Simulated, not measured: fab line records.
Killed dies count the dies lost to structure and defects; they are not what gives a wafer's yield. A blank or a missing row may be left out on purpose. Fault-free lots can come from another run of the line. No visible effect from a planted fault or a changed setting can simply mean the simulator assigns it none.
fab line records -- flow n5-finfet
record: lots: 6, wafers: 18, last-day: 17
route steps=1938 shown BEOL_M2@857 BEOL_M4@1111
lots that met no fault: from a run of the same line without faults
start-h: hours from the record's opening day to when the first of the lot's shown wafers began -- wait-h: how many hours have passed since the lot's step before this one -- " unchanged from the row above -- L1.1+2: a single row standing in for several wafers -- - either no value or no given start -- * or withheld: withheld -- < > ~ a bound
route shown NAME@n: a module of which the file shows steps, and the number in the route of the first -- usual: mean/standard deviation of fault-free wafers -- same: alike in all rows -- chamber/n: place in a boat -- sites: readings site by site -- _std_site: standard deviation across them -- _edge_site: outer sites' mean less inner sites' -- radius-mm: for every site, how far away it sits from the centre of the wafer -- mask NAME#n: copy n -- behind: the tool/chamber that last shaped the wafer -- hold: why the lot was held/for how many hours/how that ended -- device: transistor that didn't switch, given as n, p or np -- end of line: the tests these same wafers got at the end of their route -- step lacking rows: just its recipe -- killed: the dies lost at the first sort to structure and to defects; this is not the yield of the wafer -- map: per-die view of a wafer (x killed, . not killed, _ where there is no die)
set.NAME: setting as actually run; set.NAME@STEP: the setting as run at that earlier step -- model.NAME: the simulator's own value behind a step, which no gauge read
a table for each step, a row for each wafer; lots at some steps of the route
services: from which hour (start-h, from the record's first day; less than 0 if before it) a tool's chamber was out of use, for how many hours, and why
== steps ==
step: N5_BEOL_M2_DESCUM_16
recipe: chemistry: O2, time-s: 7, source-power-w: 50, bias-power-w: 20, pressure-mtorr: 20, rf-frequency-hz: 2.712e+07, temp-c: 40, resist: CAR-EUV, o2-flow-sccm: 225
usual: bias-power-w: 20.00/0.06, drypump-motor-current-A: 5.7/0.42, oes-product-au: 0.77/0.09, rf-vpp-V: 243.2/1.7, showerhead-plenum-p-Torr: 2.09/0.1, throttle-valve-pct: 20.49/0.16
lot.wafer,tool,chamber,start-h,wait-h,bias-power-w,drypump-motor-current-A,oes-product-au,rf-hours-counter-h,rf-vpp-V,showerhead-plenum-p-Torr,throttle-valve-pct
L131.3,rie-diel-01,1,164.25,0.0,20.04,6.1,0.71,189,243.2,2.06,20.48
L131.5,rie-diel-01,3,164.25,0.0,20.02,5.3,0.72,-,242.8,2.07,20.35
L131.6,rie-diel-01,2,164.25,0.0,20.03,6.4,0.68,-,244.7,2.14,20.33
L135.2,rie-diel-05,2,180.59,0.0,20.04,5.4,0.68,241,242.0,1.98,20.47
L135.4,rie-diel-05,3,180.59,0.0,20.09,5.1,0.71,204,243.7,2.07,20.40
L135.5,rie-diel-05,2,180.59,0.0,20.07,5.4,0.69,-,241.2,1.98,20.49
L141.1,rie-diel-05,0,213.18,0.0,20.02,5.3,0.74,169,241.9,1.90,20.57
L141.3,rie-diel-05,3,213.18,0.0,19.95,5.1,0.72,217,242.5,2.06,20.42
L141.5,rie-diel-05,3,213.18,0.0,20.05,5.1,0.71,-,241.3,2.06,20.42
L142.2,rie-diel-05,1,217.88,0.0,20.06,6.6,0.95,26,244.2,2.24,20.59
L142.3,rie-diel-05,3,217.88,0.0,20.06,5.1,0.71,220,243.8,2.06,20.44
L142.4,rie-diel-05,3,217.88,0.0,20.13,5.1,0.71,-,243.4,2.06,20.42
L149.1,rie-diel-06,3,262.28,0.0,19.99,5.7,0.76,156,245.3,2.18,20.57
L149.3,rie-diel-06,2,262.28,0.0,20.09,5.6,0.68,240,242.7,1.98,20.59
L149.6,rie-diel-06,1,262.28,0.0,20.05,5.7,0.91,-,242.0,2.04,20.24
L150.2,rie-diel-01,2,267.87,0.1,20.05,6.3,0.95,5,243.8,2.13,19.97
L150.3,rie-diel-01,1,267.87,0.1,20.03,6.1,0.68,230,243.1,2.04,20.53
L150.6,rie-diel-01,0,267.87,0.1,20.10,5.4,0.76,-,243.4,2.11,20.35
step: N5_BEOL_M2_ETCH_74
recipe: chemistry: N2/H2, target: underlayer, target-depth-a: 65, mask-material: CAR-EUV, time-s: 5.2, ion-energy-ev: 200, pressure-mtorr: 30, source-w: 840, bias-w: 150, n2-flow-sccm: 200, h2-flow-sccm: 200, ends: cleared
usual: drypump-motor-current-A: 5.7/0.42, etch-rf-on-time-s: 5.20/0.14, oes-product-au: 0.65/0.075, rf-vpp-V: 524/3.3, showerhead-plenum-p-Torr: 2.54/0.11, throttle-valve-pct: 17.93/0.24
lot.wafer,tool,chamber,start-h,wait-h,drypump-motor-current-A,etch-rf-on-time-s,oes-product-au,rf-hours-counter-h,rf-vpp-V,showerhead-plenum-p-Torr,throttle-valve-pct
L131.3,rie-diel-01,1,164.28,0.0,6.1,5.44,0.60,189,526,2.54,18.18
L131.5,rie-diel-01,3,164.28,0.0,5.3,5.20,0.61,-,521,2.53,17.86
L131.6,rie-diel-01,2,164.28,0.0,6.3,5.15,0.59,-,526,2.61,17.73
L135.2,rie-diel-05,2,180.63,0.0,5.5,5.28,0.58,241,517,2.40,17.90
L135.4,rie-diel-05,3,180.63,0.0,5.1,5.20,0.61,204,522,2.50,17.80
L135.5,rie-diel-05,2,180.63,0.0,5.4,5.32,0.58,-,519,2.40,17.91
L141.1,rie-diel-05,0,213.21,0.0,5.3,5.19,0.63,169,517,2.35,18.24
L141.3,rie-diel-05,3,213.21,0.0,5.2,5.23,0.60,217,521,2.49,17.82
L141.5,rie-diel-05,3,213.21,0.0,5.2,5.28,0.60,-,524,2.49,17.80
L142.2,rie-diel-05,1,217.91,0.0,6.6,4.99,0.81,26,529,2.73,18.00
L142.3,rie-diel-05,3,217.91,0.0,5.1,5.25,0.61,220,523,2.49,17.82
L142.4,rie-diel-05,3,217.91,0.0,5.1,5.19,0.61,-,523,2.49,17.82
L149.1,rie-diel-06,3,262.31,0.0,5.7,5.22,0.66,156,526,2.63,17.75
L149.3,rie-diel-06,2,262.31,0.0,5.6,5.04,0.59,240,518,2.40,17.98
L149.6,rie-diel-06,1,262.31,0.0,5.8,5.01,0.78,-,523,2.51,17.89
L150.2,rie-diel-01,2,267.91,0.0,6.4,5.02,0.83,5,524,2.60,17.35
L150.3,rie-diel-01,1,267.91,0.0,6.1,5.38,0.59,230,523,2.52,18.23
L150.6,rie-diel-01,0,267.91,0.0,5.5,5.26,0.65,-,523,2.55,17.71
step: N5_BEOL_M2_ETCH_63
recipe: chemistry: CF4, target: SiARC, target-depth-a: 156, mask-material: CAR-EUV, time-s: 26, ion-energy-ev: 80, pressure-mtorr: 40, source-w: 545, bias-w: 36, Ar_flow_sccm: 100, cf4-flow-sccm: 100, ends: cleared
usual: drypump-motor-current-A: 5.7/0.42, etch-rf-on-time-s: 26.0/0.64, oes-product-au: 0.66/0.074, rf-vpp-V: 184.1/1.4, showerhead-plenum-p-Torr: 2.14/0.092, throttle-valve-pct: 15.70/0.2
lot.wafer,tool,chamber,start-h,wait-h,drypump-motor-current-A,etch-rf-on-time-s,oes-product-au,rf-hours-counter-h,rf-vpp-V,showerhead-plenum-p-Torr,throttle-valve-pct
L131.3,rie-diel-01,1,164.30,0.0,6.1,26.8,0.61,189,184.1,2.14,15.92
L131.5,rie-diel-01,3,164.30,0.0,5.3,26.2,0.62,-,183.6,2.12,15.64
L131.6,rie-diel-01,2,164.30,0.0,6.4,26.0,0.59,-,185.5,2.19,15.63
L135.2,rie-diel-05,2,180.65,0.0,5.4,26.8,0.58,241,182.8,2.03,15.72
L135.4,rie-diel-05,3,180.65,0.0,5.1,25.8,0.62,204,184.6,2.13,15.70
L135.5,rie-diel-05,2,180.65,0.0,5.4,26.9,0.58,-,183.4,2.03,15.71
L141.1,rie-diel-05,0,213.23,0.0,5.3,26.3,0.63,169,183.3,1.97,15.86
L141.3,rie-diel-05,3,213.23,0.0,5.1,26.0,0.61,217,183.2,2.13,15.74
L141.5,rie-diel-05,3,213.23,0.0,5.1,26.1,0.61,-,184.1,2.13,15.73
L142.2,rie-diel-05,1,217.93,0.0,6.6,25.0,0.80,26,185.7,2.28,15.67
L142.3,rie-diel-05,3,217.93,0.0,5.1,26.1,0.61,220,184.6,2.13,15.73
L142.4,rie-diel-05,3,217.93,0.0,5.1,26.1,0.61,-,185.2,2.13,15.74
L149.1,rie-diel-06,3,262.33,0.0,5.7,26.6,0.65,156,185.0,2.23,15.77
L149.3,rie-diel-06,2,262.33,0.0,5.6,25.5,0.60,240,183.2,2.03,15.74
L149.6,rie-diel-06,1,262.33,0.0,5.7,25.1,0.79,-,183.8,2.12,15.55
L150.2,rie-diel-01,2,267.92,0.0,6.3,25.4,0.83,5,184.0,2.18,15.19
L150.3,rie-diel-01,1,267.92,0.0,6.1,27.0,0.58,230,182.8,2.12,16.00
L150.6,rie-diel-01,0,267.92,0.0,5.4,26.5,0.65,-,183.6,2.14,15.43
step: N5_BEOL_M2_ETCH_64
recipe: chemistry: N2/H2, target: SOC, target-depth-a: 750, overetch-a: 225, mask-material: SiARC, temp-c: 40, time-s: 121.9, ion-energy-ev: 200, pressure-mtorr: 30, source-w: 840, bias-w: 150, n2-flow-sccm: 200, h2-flow-sccm: 200
step: N5_BEOL_M2_STRIP_65
recipe: chemistry: N2/H2, temp-c: 40, n2-flow-sccm: 200, h2-flow-sccm: 200, rf-frequency-hz: 6e+07
step: N5_BEOL_M2_STRIP_75
recipe: chemistry: N2/H2, temp-c: 40, n2-flow-sccm: 200, h2-flow-sccm: 200, rf-frequency-hz: 6e+07
step: N5_BEOL_M2_STRIP_66
recipe: chemistry: CF4, resist: SiARC, power-w: 300, bias-power-w: 75, pressure-mtorr: 50, cf4-flow-sccm: 150, rf-frequency-hz: 6e+07
usual: bias-power-w: 75.03/0.22, drypump-motor-current-A: 5.7/0.42, oes-product-au: 0.76/0.081, rf-vpp-V: 271.2/1.9, showerhead-plenum-p-Torr: 1.80/0.075, throttle-valve-pct: 13.68/0.21
lot.wafer,tool,chamber,start-h,wait-h,bias-power-w,drypump-motor-current-A,oes-product-au,rf-hours-counter-h,rf-vpp-V,showerhead-plenum-p-Torr,throttle-valve-pct
L131.3,rie-diel-01,1,164.46,0.0,74.62,6.1,0.72,189,270.8,1.80,13.94
L131.5,rie-diel-01,3,164.46,0.0,75.12,5.3,0.71,-,270.0,1.77,13.63
L131.6,rie-diel-01,2,164.46,0.0,75.12,6.4,0.68,-,270.5,1.83,13.64
L135.2,rie-diel-05,2,180.81,0.0,75.20,5.4,0.68,241,269.4,1.70,13.68
L135.4,rie-diel-05,3,180.81,0.0,75.25,5.1,0.72,204,271.8,1.78,13.68
L135.5,rie-diel-05,2,180.81,0.0,74.85,5.4,0.68,-,270.9,1.69,13.69
L141.1,rie-diel-05,0,213.39,0.0,75.16,5.3,0.74,169,267.5,1.65,13.82
L141.3,rie-diel-05,3,213.39,0.0,74.97,5.1,0.71,217,271.5,1.78,13.70
L141.5,rie-diel-05,3,213.39,0.0,75.03,5.1,0.71,-,270.7,1.78,13.71
L142.2,rie-diel-05,1,218.09,0.0,75.13,6.6,0.91,26,275.4,1.91,13.56
L142.3,rie-diel-05,3,218.09,0.0,75.28,5.1,0.71,220,271.5,1.78,13.72
L142.4,rie-diel-05,3,218.09,0.0,74.72,5.1,0.71,-,270.8,1.78,13.72
L149.1,rie-diel-06,3,262.49,0.0,74.97,5.7,0.76,156,272.3,1.87,13.75
L149.3,rie-diel-06,2,262.49,0.0,74.90,5.6,0.67,240,268.8,1.71,13.75
L149.6,rie-diel-06,1,262.49,0.0,75.23,5.7,0.90,-,271.3,1.78,13.48
L150.2,rie-diel-01,2,268.08,0.0,75.28,6.4,0.95,5,272.2,1.83,13.13
L150.3,rie-diel-01,1,268.08,0.0,75.16,6.1,0.69,230,273.2,1.79,14.04
L150.6,rie-diel-01,0,268.08,0.0,75.14,5.4,0.75,-,271.2,1.79,13.40
step: N5_BEOL_M2_HM_OPEN_17
recipe: chemistry: Cl2/BCl3, target-depth-a: 200, overetch-a: 60, target: TiN, mask-material: SOC, ion-energy-ev: 150, pressure-mtorr: 10, icp-w: 1000, bias-w: 126, Cl2_flow_sccm: 53.25, bcl3-flow-sccm: 21.75, Ar_flow_sccm: 25
usual: drypump-motor-current-A: 5.3/0.34, oes-product-au: 0.69/0.095, throttle-valve-pct: 22.24/0.3
lot.wafer,tool,chamber,start-h,wait-h,drypump-motor-current-A,oes-product-au,rf-hours-counter-h,throttle-valve-pct
L131.3,rie-metal-01,1,164.53,0.1,5.2,0.71,-,21.92
L131.5,rie-metal-01,1,164.53,0.1,5.1,0.72,-,21.92
L131.6,rie-metal-01,0,164.53,0.1,5.9,0.56,-,22.21
L135.2,rie-metal-01,1,180.85,0.0,5.2,0.72,18,21.89
L135.4,rie-metal-01,1,180.85,0.0,5.2,0.71,-,21.92
L135.5,rie-metal-01,0,180.85,0.0,5.9,0.57,-,22.20
L141.1,rie-metal-03,0,213.47,0.1,5.4,0.61,64,22.44
L141.3,rie-metal-03,0,213.47,0.1,5.4,0.61,-,22.43
L141.5,rie-metal-03,1,213.47,0.1,4.9,0.81,-,22.50
L142.2,rie-metal-01,1,218.13,0.0,5.2,0.71,22,21.92
L142.3,rie-metal-01,0,218.13,0.0,5.9,0.55,-,22.20
L142.4,rie-metal-01,1,218.13,0.0,5.2,0.70,-,21.92
L149.1,rie-metal-03,1,262.53,0.0,4.9,0.78,10,22.54
L149.3,rie-metal-03,1,262.53,0.0,4.9,0.78,-,22.52
L149.6,rie-metal-03,0,262.53,0.0,5.4,0.60,-,22.48
L150.2,rie-metal-01,0,268.12,0.0,5.9,0.55,114,22.23
L150.3,rie-metal-01,1,268.12,0.0,5.2,0.68,-,21.96
L150.6,rie-metal-01,0,268.12,0.0,5.9,0.55,-,22.24
step: N5_BEOL_M2_STRIP_19
recipe: chemistry: O2, power-w: 400, temp-c: 40, pressure-mtorr: 30, rf-frequency-hz: 6e+07, bias-power-w: 0, overash-fraction: 0.2, o2-flow-sccm: 225
step: N5_BEOL_M2_CD_MEAS_18
recipe: pitch-nm: 36, target-cd-nm: 18
usual: cd-nm: 17.94/0.28
lot.wafer,tool,chamber,start-h,wait-h,cd-nm
L131.3,cd-sem-01,-,164.68,0.1,18.03
L131.5,cd-sem-01,-,164.68,0.1,17.64
L131.6,cd-sem-01,-,164.68,0.1,17.56
L135.2,cd-sem-03,-,181.03,0.1,18.15
L135.4,cd-sem-03,-,181.03,0.1,18.15
L135.5,cd-sem-03,-,181.03,0.1,18.02
L141.1,cd-sem-03,-,213.65,0.0,18.03
L141.3,cd-sem-03,-,213.65,0.0,17.96
L141.5,cd-sem-03,-,213.65,0.0,17.83
L142.2,cd-sem-03,-,218.31,0.1,17.82
L142.3,cd-sem-03,-,218.31,0.1,18.11
L142.4,cd-sem-03,-,218.31,0.1,17.95
L149.1,cd-sem-03,-,262.84,0.0,18.24
L149.3,cd-sem-03,-,262.84,0.0,17.46
L149.6,cd-sem-03,-,262.84,0.0,17.94
L150.2,cd-sem-03,-,268.31,0.1,17.74
L150.3,cd-sem-03,-,268.31,0.1,17.89
L150.6,cd-sem-03,-,268.31,0.1,17.75
step: N5_BEOL_M2_COAT_67
recipe: resist: SOC, temp-c: 250, time-s: 60, spin-rpm: 1500, resist-thk-nm: 60
step: N5_BEOL_M2_COAT_68
recipe: resist: SiARC, temp-c: 220, time-s: 60, spin-rpm: 1500, resist-thk-nm: 12
step: N5_BEOL_M2_COAT_76
recipe: resist: underlayer, temp-c: 205, time-s: 60, spin-rpm: 1500, resist-thk-nm: 5
usual: exhaust-pa: 45.0/1, heater-power-total-W: 391.7/1.4, plate-temp-C: 205.01/0.16
lot.wafer,tool,chamber,start-h,wait-h,exhaust-pa,heater-power-total-W,plate-temp-C
L131.3,litho-track-04,0,164.72,-,44.0,390.1,205.21
L131.5,litho-track-04,0,164.72,-,43.6,393.1,205.25
L131.6,litho-track-04,0,164.72,-,45.4,389.8,205.35
L135.2,litho-track-03,0,181.07,-,46.8,389.5,204.82
L135.4,litho-track-03,0,181.07,-,47.0,390.5,204.94
L135.5,litho-track-03,0,181.07,-,45.8,390.0,204.81
L141.1,litho-track-03,0,213.69,-,45.6,376.5,199.01
L141.3,litho-track-03,0,213.69,-,47.9,379.2,199.02
L141.5,litho-track-03,0,213.69,-,45.4,377.4,199.01
L142.2,litho-track-03,0,218.36,-,44.5,379.5,199.11
L142.3,litho-track-03,0,218.36,-,43.8,377.3,198.93
L142.4,litho-track-03,0,218.36,-,43.9,376.2,199.18
L149.1,litho-track-04,0,262.88,-,44.8,391.3,205.17
L149.3,litho-track-04,0,262.88,-,44.8,392.8,204.92
L149.6,litho-track-04,0,262.88,-,46.1,390.3,204.93
L150.2,litho-track-02,0,268.35,-,44.7,390.6,204.97
L150.3,litho-track-02,0,268.35,-,45.0,392.3,205.01
L150.6,litho-track-02,0,268.35,-,43.6,389.5,204.97
step: N5_BEOL_M2_COAT_22
recipe: resist: CAR-EUV, spin-rpm: 1500, resist-thk-nm: 30
step: N5_BEOL_M4_RC_MEAS_101
usual: DIBL_N: 35.9/1.4, DIBL_P: 35.9/1.7, IOFF_N: 0.160/0.026, IOFF_P: 0.21/0.036, ION_N: 672/11, ION_P: 461/8.1, SS_N: 71.4/0.54, SS_P: 73.2/0.67, VT_N: 249.3/2.7, VT_P: -250/3.9
lot.wafer,tool,chamber,start-h,wait-h,DIBL_N[mV/V],DIBL_P[mV/V],IOFF_N[nA/um],IOFF_P[nA/um],ION_N[uA/um],ION_P[uA/um],SS_N[mV/dec],SS_P[mV/dec],VT_N[mV],VT_P[mV]
L131.3,prober-02,0,197.11,0.3,36.4,35.4,0.161,0.20,663,454,71.0,73.6,249.6,-252
L131.5,prober-02,0,197.11,0.3,35.9,35.5,0.162,0.21,674,462,71.0,72.9,250.4,-249
L131.6,prober-02,0,197.11,0.3,38.1,37.9,0.191,0.25,671,463,72.0,74.1,246.7,-246
L135.2,prober-01,0,208.83,0.2,37.1,36.9,0.186,0.25,668,463,71.2,73.8,245.6,-246
L135.4,prober-01,0,208.83,0.2,35.4,33.7,0.149,0.19,678,465,71.2,72.4,249.2,-250
L135.5,prober-01,0,208.83,0.2,35.9,35.5,0.161,0.23,674,477,70.9,73.4,248.7,-245
L141.1,prober-01,0,250.32,0.0,37.1,36.1,0.182,0.25,678,466,71.1,74.1,247.4,-245
L141.3,prober-01,0,250.32,0.0,38.1,37.9,0.199,0.26,676,465,72.3,74.0,247.2,-247
L141.5,prober-01,0,250.32,0.0,36.6,36.7,0.176,0.25,686,471,71.2,73.4,247.0,-246
L142.2,prober-01,0,254.57,0.2,38.7,38.9,0.234,0.30,702,480,72.1,74.8,240.6,-243
L142.3,prober-01,0,254.57,0.2,35.7,34.8,0.174,0.23,687,466,72.4,73.2,246.4,-248
L142.4,prober-01,0,254.57,0.2,36.8,36.1,0.193,0.24,682,464,71.8,74.2,244.8,-246
L149.1,prober-02,0,291.59,0.0,37.4,37.5,0.186,0.24,686,467,71.7,73.2,244.6,-249
L149.3,prober-02,0,291.59,0.0,36.3,35.5,0.146,0.21,669,461,71.2,72.5,250.1,-248
L149.6,prober-02,0,291.59,0.0,37.3,36.0,0.164,0.21,661,456,71.2,73.2,250.7,-252
L150.2,prober-01,0,309.85,0.2,34.5,35.1,0.159,0.19,681,463,71.0,73.0,249.1,-252
L150.3,prober-01,0,309.85,0.2,35.1,37.1,0.174,0.22,690,470,71.7,73.1,246.4,-252
L150.6,prober-01,0,309.85,0.2,34.4,35.6,0.158,0.20,682,466,71.4,72.7,248.8,-251
== services ==
tool,chamber,start-h,hours,kind
rie-metal-03,1,140.81,-,clean
rie-metal-03,1,140.81,21.7,scheduled-down
rie-metal-03,1,140.81,21.7,vent-cycle
rie-diel-06,3,159.99,6.8,repair
rie-diel-05,2,204.27,-,clean
rie-diel-05,2,204.27,-,consumable-replace:focus-ring
rie-diel-05,2,204.27,-,consumable-replace:showerhead
rie-diel-05,2,204.27,26.8,scheduled-down
rie-diel-05,2,204.27,26.8,vent-cycle
rie-diel-06,1,211.69,-,clean
rie-diel-06,1,211.69,-,consumable-replace:focus-ring
rie-diel-06,1,211.69,15.6,scheduled-down
rie-diel-06,1,211.69,15.6,vent-cycle
rie-diel-05,1,221.26,6.6,repair
rie-metal-03,0,234.74,7.5,repair
rie-diel-01,2,235.67,-,clean
rie-diel-01,2,235.67,-,consumable-replace:focus-ring
rie-diel-01,2,235.67,13.8,scheduled-down
rie-diel-01,2,235.67,13.8,vent-cycle
rie-diel-01,2,252.91,7.8,repair
rie-diel-01,3,260.69,-,clean
rie-diel-01,3,260.69,-,consumable-replace:focus-ring
rie-diel-01,3,260.69,22.1,scheduled-down
rie-diel-01,3,260.69,22.1,vent-cycle
== key ==
first-sign: step: N5_BEOL_M2_COAT_76, reading: plate-temp-C, direction: down, sigmas: 38, usual: *, struck: *
effect: step: N5_BEOL_M2_COAT_76, reading: heater-power-total-W, direction: down, sigmas: 10, usual: *, struck: *
met-at N5_BEOL_M2_COAT_76
struck-wafers L141.1,L141.3,L141.5,L142.2,L142.3,L142.4
onset-between 181.07 213.69
fault: kind: process-parameter-drift, tool: litho-track-03, chamber: -, onset-h: 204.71, steps: N5_BEOL_M2_COAT_76, channel: temp-c, offset: *, shape: step, end-h: 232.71, acts-in: *, stated: *
